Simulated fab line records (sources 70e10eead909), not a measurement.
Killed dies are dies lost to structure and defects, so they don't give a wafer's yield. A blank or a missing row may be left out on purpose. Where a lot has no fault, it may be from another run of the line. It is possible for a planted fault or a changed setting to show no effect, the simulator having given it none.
A lot that was struck, set against a sound lot / flow nand_harc / 30 out of 1302 route steps
Sound: the wafers L678.2, L678.4, L678.5. Wafers L670.1, L670.3, L670.5 were the ones struck. The cause is given at the end.
Order at every step that has rows: each side's tool, ch and its chambers, its first start. Under that, the readings that differ: sound wafers / struck wafers / difference of the means / sigmas: that difference in standard deviations of wafers without a fault.
alike: readings with means less than 2 such deviations apart, plus words and numbers identical on both sides. not compared: withheld readings, readings lacking a value on some wafer, bounds such as >300 that could conceal the same value, and numbers that have no deviation in the record and whose values overlap.
The two part at a step that has a row with sigmas, a row that says differs or no value, or rows on one side only. Numbers that have no deviation but don't overlap get no sigmas and don't part them. Lack of a reading on every wafer of one side parts them only where that side has two or more wafers.

NHARC_A_CHANNEL_HOLE_D2_CD_MEAS_10: target cd 100 nm.
  sound on cd_sem-01 ch 0, day 19 12:59; struck on cd_sem-02 ch 0, day 16 09:10
  alike: cd_nm
NHARC_A_CHANNEL_HOLE_D2_OVL_MEAS_11:
  struck on overlay-01, day 16 09:16; sound on overlay-01, day 19 13:04
reading=overlay_y_nm (nm); sound=0.6 0.1 -0.3; struck=-1.5 -1.9 -2.9; difference=-2.2; sigmas=-3
  alike: overlay_x_nm
NHARC_A_CHANNEL_HOLE_D2_INSPECT_12:
  struck on defect_inspect-01, day 16 09:18; sound on defect_inspect-02, day 19 13:06
  alike: raw_defect_count
then, 4 steps without rows for these wafers: NHARC_A_CHANNEL_HOLE_D2_DESCUM_15 (chemistry O2, time 3 s); NHARC_A_CHANNEL_HOLE_D2_ETCH_38 (etches the open film in CF4, target depth 39 nm, time 65 s); NHARC_A_CHANNEL_HOLE_D2_ETCH_39 (etches the open film in N2/H2, target depth 260 nm, time 325 s); NHARC_A_CHANNEL_HOLE_D2_ETCH_34 (etches the open film in CF4/CHF3, target depth 154 nm, time 77 s).
NHARC_A_CHANNEL_HOLE_D2_ETCH_16: etches the open film in O2/COS, target depth 3100 nm, time 806 s.
  sound on rie_diel-02 ch 0,1,2; struck on rie_diel-06 ch 0,2
  alike: bias_w, cos_flow_sccm, drypump_motor_current_A, oes_product_au, rf_vpp_V, showerhead_plenum_p_Torr, throttle_valve_pct
  not compared: rf_hours_counter_h
NHARC_A_CHANNEL_HOLE_D2_CD_MEAS_18:
  struck on cd_sem-02, day 16 10:28; sound on cd_sem-01, day 19 14:16
  alike: cd_nm
then, 1 step without rows for these wafers: NHARC_A_CHANNEL_HOLE_D2_ETCH_19 (etches the open film in C4F8/O2/Ar, time 34.5 s).
NHARC_A_CHANNEL_HOLE_D2_ETCH_20: etches the open film in C4F8/O2/Ar, time 361.9 s, target depth 1600 nm.
  sound on har_etch-02 ch 0, day 19 14:30; struck on har_etch-02 ch 0,1, day 16 12:04
reading=showerhead_plenum_p_Torr (Torr); sound=3.91 3.91 3.91; struck=3.40 3.49 3.39; difference=-0.48; sigmas=-3
  alike: c4f8_flow_sccm, drypump_motor_current_A, he_backside_leak_sccm, throttle_valve_pct
  not compared: rf_hours_counter_h
then, 1 step without rows for these wafers: NHARC_A_CHANNEL_HOLE_D2_ETCH_21 (etches the open film in C4F8/O2/Ar, time 514.3 s, target depth 1600 nm).
NHARC_A_CHANNEL_HOLE_D2_ETCH_22: etches the open film in C4F8/O2/Ar, time 666.7 s, target depth 1600 nm.
  sound on har_etch-02 ch 0, day 19 15:18; struck on har_etch-02 ch 0,1, day 16 12:49
reading=showerhead_plenum_p_Torr (Torr); sound=3.91 3.91 3.91; struck=3.39 3.49 3.40; difference=-0.48; sigmas=-3
  alike: c4f8_flow_sccm, drypump_motor_current_A, he_backside_leak_sccm, throttle_valve_pct
  not compared: rf_hours_counter_h
NHARC_A_CHANNEL_HOLE_D2_ETCH_23: etches the open film in C4F8/O2/Ar, time 819 s, target depth 1600 nm.
  sound on har_etch-02 ch 0, day 19 15:53; struck on har_etch-02 ch 0,1, day 16 13:23
reading=showerhead_plenum_p_Torr (Torr); sound=3.91 3.91 3.91; struck=3.39 3.49 3.39; difference=-0.49; sigmas=-3
  alike: c4f8_flow_sccm, drypump_motor_current_A, he_backside_leak_sccm, throttle_valve_pct
  not compared: rf_hours_counter_h
then, 8 steps without rows for these wafers: NHARC_A_CHANNEL_HOLE_D2_ETCH_24 (etches the open film in C4F8/O2/Ar, time 906.2 s, target depth 1500 nm); NHARC_A_CHANNEL_HOLE_D2_ETCH_25 (etches the open film in C4F8/O2/Ar, time 1040.2 s, target depth 1500 nm); NHARC_A_CHANNEL_HOLE_D2_ETCH_26 (etches the open film in C4F8/O2/Ar, time 224.1 s, target depth 300 nm); NHARC_A_CHANNEL_HOLE_D2_ETCH_27 (etches the open film in C4F8/O2/Ar, time 90 s, target depth 400 nm); NHARC_A_CHANNEL_HOLE_D2_STRIP_41 (strips in N2/H2); NHARC_A_CHANNEL_HOLE_D2_STRIP_42 (strips in CF4/CHF3); NHARC_A_CHANNEL_HOLE_D2_STRIP_43 (strips in O2/COS); NHARC_A_CHANNEL_HOLE_D2_ETCH_44 (etches the open film in CF4/O2, target depth 140 nm, overetch 14 nm, time 77 s).
NHARC_A_CHANNEL_HOLE_D2_STRIP_28: strips in O2.
  sound on rie_diel-02 ch 0,2,3; struck on rie_diel-06 ch 0,1,2
  alike: drypump_motor_current_A, oes_product_au, rf_vpp_V, showerhead_plenum_p_Torr, throttle_valve_pct
  not compared: rf_hours_counter_h
then, 2 steps without rows for these wafers: NHARC_A_CHANNEL_HOLE_D2_PRECLEAN_29 (cleans in SC1); NHARC_A_CHANNEL_HOLE_D2_SRD_30.
NHARC_A_CHANNEL_HOLE_D2_CD_MEAS_31:
  struck on cd_sem-02, day 16 17:38; sound on cd_sem-03, day 19 19:52
  alike: cd_nm
NHARC_A_CHANNEL_HOLE_D2_XSEM_32:
  sound on xsem-01 ch 0, day 19 19:57; struck on xsem-02 ch 0, day 16 17:43
  alike: bot_cd_nm, bow_nm, tilt_deg
NHARC_A_CHANNEL_HOLE_D2_INSPECT_40:
  struck on defect_inspect-02, day 16 17:49; sound on defect_inspect-01, day 19 20:02
reading=raw_defect_count; sound=185 181 173; struck=1614 1644 1592; difference=+1437; sigmas=+18
then, 1 step without rows for these wafers: NHARC_A_CHANNEL_FILL_D2_PRECLEAN_00 (cleans in SC1).
-- the record jumps here: 11 days lie between the struck wafers' starts before and after (it left off in module A_CHANNEL_FILL_D2 and takes up again in module END, whose first step shown is number 1302 of the route) --
NHARC_END_SORT_01:
  sound on prober-01 ch 0, day 30 19:50; struck on prober-02 ch 0, day 27 11:00
reading=killed_at_array; sound=25 32 27; struck=136 102 146; difference=+100; sigmas=+6
reading=killed_dies; sound=35 33 33; struck=138 104 148; difference=+96; sigmas=+6
  alike: killed_at_other, killed_at_periphery, killed_open, killed_short

WHERE THEY PART
At NHARC_A_CHANNEL_HOLE_D2_OVL_MEAS_11 first; at NHARC_END_SORT_01 last (within this record only).

WHY: the cause the simulator had injected
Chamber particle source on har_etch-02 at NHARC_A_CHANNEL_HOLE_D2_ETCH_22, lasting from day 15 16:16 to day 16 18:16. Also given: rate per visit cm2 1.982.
